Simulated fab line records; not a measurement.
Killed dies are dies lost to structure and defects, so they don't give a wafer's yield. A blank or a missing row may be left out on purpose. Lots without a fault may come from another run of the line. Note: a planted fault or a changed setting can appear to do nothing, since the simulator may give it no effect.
Which of the tools did it? -- flow n5 finfet -- 18 wafers from 6 lots sampled at 4 of the route's 1938 steps

## WHAT THE GAUGES SHOWED, per wafer
N5_MIM_BOT_LITHO_CD_MEAS_08: the cd target is 3000 nm.
lot,measured,on,cd nm (nm)
L354,day 13 03:39,cd sem-03,2996.7 2997.7 2997.8
L359,day 14 07:05,cd sem-02,2999.3 2999.3 2997.3
L363,day 14 16:00,cd sem-01,2998.2 3000.2 3002.3
L365,day 15 11:55,cd sem-03,3000.7 3000.4 2997.4
L368,day 16 17:40,cd sem-02,2999.6 2998.2 3002.0
L376,day 18 16:37,cd sem-01,2996.2 2996.0 2997.0

## EACH LOT AND THE TOOL THAT RAN IT (in order: tool; ch and the chambers of the sampled wafers; start)
lot,N5_BEOL_M3_ALD_84,N5_BEOL_M15_SPUTTER_43,N5_MIM_TOP_ALD_00
L354,"ald metal-01 ch 1,2,3, day 8 08:37","pvd sputter-03, day 12 20:55","ald hk-02 ch 0,2, day 13 01:14"
L359,"ald metal-03 ch 1,2, day 9 06:02","pvd sputter-02, day 14 01:55","ald hk-01 ch 2,3, day 14 04:59"
L363,"ald metal-02 ch 0,1,3, day 9 20:49","pvd sputter-01, day 14 10:13","ald hk-01 ch 1,3, day 14 13:37"
L365,"ald metal-02 ch 0,1,3, day 10 15:56","pvd sputter-01, day 15 05:04","ald hk-02 ch 0,1,3, day 15 10:10"
L368,"ald metal-02 ch 0,1,2, day 11 23:55","pvd sputter-02, day 16 11:50","ald hk-02 ch 1,2,3, day 16 15:20"
L376,"ald metal-03 ch 2,3, day 13 19:16","pvd sputter-02, day 18 08:38","ald hk-03 ch 0,1,2, day 18 14:19"
- N5_BEOL_M3_ALD_84: deposits TaN, pulse time 2 s, purge time 3 s, co reactant purge time 2 s.
- N5_BEOL_M15_SPUTTER_43: material TaN, target thk 15 nm, time 24.19 s.
- N5_MIM_TOP_ALD_00: deposits Al2O3, purge time 3 s, co reactant pulse time 3 s.

## THE ANSWER, worked out from the rows above alone
Rule: the usual values come from the lots themselves. The widest of any qualifying gaps counts: lots, ordered by their means at a reading, are off when they make up no more than a third of the lots, leave a main group of 4 or more, and stand apart from it by 3 or more times the standard deviation of that group's means. The tables above print the reading to a certain number of digits; a main group whose means all agree to those digits is not used. A lot without any number at a reading at which 4 lots or more have one is off too. Where the step has rows for the other lots, those lots are counted as sound.
No lot is off at any reading shown: from this, nothing can be told.

## WHAT WAS PUT IN BY THE SIMULATOR
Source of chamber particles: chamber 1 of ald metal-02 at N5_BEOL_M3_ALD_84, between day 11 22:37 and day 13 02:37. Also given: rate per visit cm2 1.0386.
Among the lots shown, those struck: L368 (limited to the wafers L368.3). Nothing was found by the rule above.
